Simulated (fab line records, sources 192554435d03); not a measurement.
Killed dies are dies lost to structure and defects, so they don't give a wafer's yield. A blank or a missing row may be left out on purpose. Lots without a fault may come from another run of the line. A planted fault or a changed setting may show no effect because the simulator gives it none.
Problem report in the 8D (eight disciplines) form, filled by code | flow n5_finfet | the parts of the form that need people (team, actions taken, sign-off) are left out

1. THE PROBLEM
killed_at_M0_to_M3 at N5_PASSIVATION_PROBE_49 reads a mean of 172 on 6 wafers of 2 lots; wafers without a fault read 34 with a standard deviation of 10. That is +14 standard deviations from the usual mean.
First seen on wafer L786.1, day 15 02:37, on prober-02. The record holds 9 wafers of 3 lots with a number at this step. Rule for "out", or "out of limits": more than 4 standard deviations from the usual mean. The other wafers with a number count as sound.

2. WHAT IT IS AND WHAT IT IS NOT
question                    | is                                                                                                      | is not
which readings at this step | killed_at_M0_to_M3, defect_limited_yield, killed_dies, sort_bin_5_function, sort_n_pass, sort_yield_pct | killed_at_M4_up, killed_at_contacts, killed_at_other, killed_open, killed_short
which lots                  | L786, L788                                                                                              | L777
which wafers of those lots  | all that have a number                                                                                  | -
read on which tools         | prober-01, prober-02                                                                                    | -
when                        | from day 15 02:37                                                                                       | up to then (3 sound wafers)

3. SUSPECTS, AND WHAT RULES EACH OUT
Counting: a tool at a process step up to the reading stays a suspect if it ran every lot that is out and no sound lot after the first of them.
- rie_diel-04 at N5_BEOL_M3_ETCH_77 (etches underlayer in N2/H2, target depth 6.5 nm, time 5.2 s): kept. It ran every lot that is out, first L786 (day 9 09:21), and no sound lot after that; its last sound lot up to then is L777 (day 7 04:01).
Left after counting: rie_diel-04 at N5_BEOL_M3_ETCH_77.

4. THE CAUSE (what the simulator had put in)
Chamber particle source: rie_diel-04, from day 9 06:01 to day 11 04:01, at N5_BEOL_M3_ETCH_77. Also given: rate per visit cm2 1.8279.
Counting left only this tool.

5. THE CHAIN OF EFFECTS, in route order
Each row: a reading whose mean over the struck wafers that have a number lies more than 3 standard deviations from the usual. Only readings for which the record gives a usual standard deviation are gone through. hours: the time from each lot's start at the first step in this table that gives one to its start at this step, as a median over the lots. sigmas: the change in usual standard deviations.
hours | step                    | reading              | usual  | on struck wafers | change | sigmas
0     | N5_PASSIVATION_PROBE_49 | defect_limited_yield | 91.2 % | 80.8             | -10.4  | -8.0
0     | N5_PASSIVATION_PROBE_49 | killed_at_M0_to_M3   | 34     | 172              | +138   | +14
0     | N5_PASSIVATION_PROBE_49 | killed_dies          | 104    | 227              | +123   | +7.7
0     | N5_PASSIVATION_PROBE_49 | sort_bin_5_function  | 5.1 %  | 11.3             | +6.2   | +7.3
0     | N5_PASSIVATION_PROBE_49 | sort_n_pass          | 1076   | 953              | -123   | -7.7
0     | N5_PASSIVATION_PROBE_49 | sort_yield_pct       | 91.2 % | 80.8             | -10.4  | -8.0
The process steps in it:
- N5_PASSIVATION_PROBE_49

6. WHAT WOULD HAVE CAUGHT IT SOONER
In this record the first reading out of limits was taken at day 15 02:37, 141 hours after the fault began at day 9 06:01.
Of the tool readings at N5_BEOL_M3_ETCH_77 for which the record gives a usual standard deviation, none was out on any struck wafer, so an alarm limit of 4 standard deviations on them would not have fired.
All the lots that are out (2) had begun N5_BEOL_M3_ETCH_77 on rie_diel-04 by day 15 02:37. A hold on the tool at that time would have spared none of them.
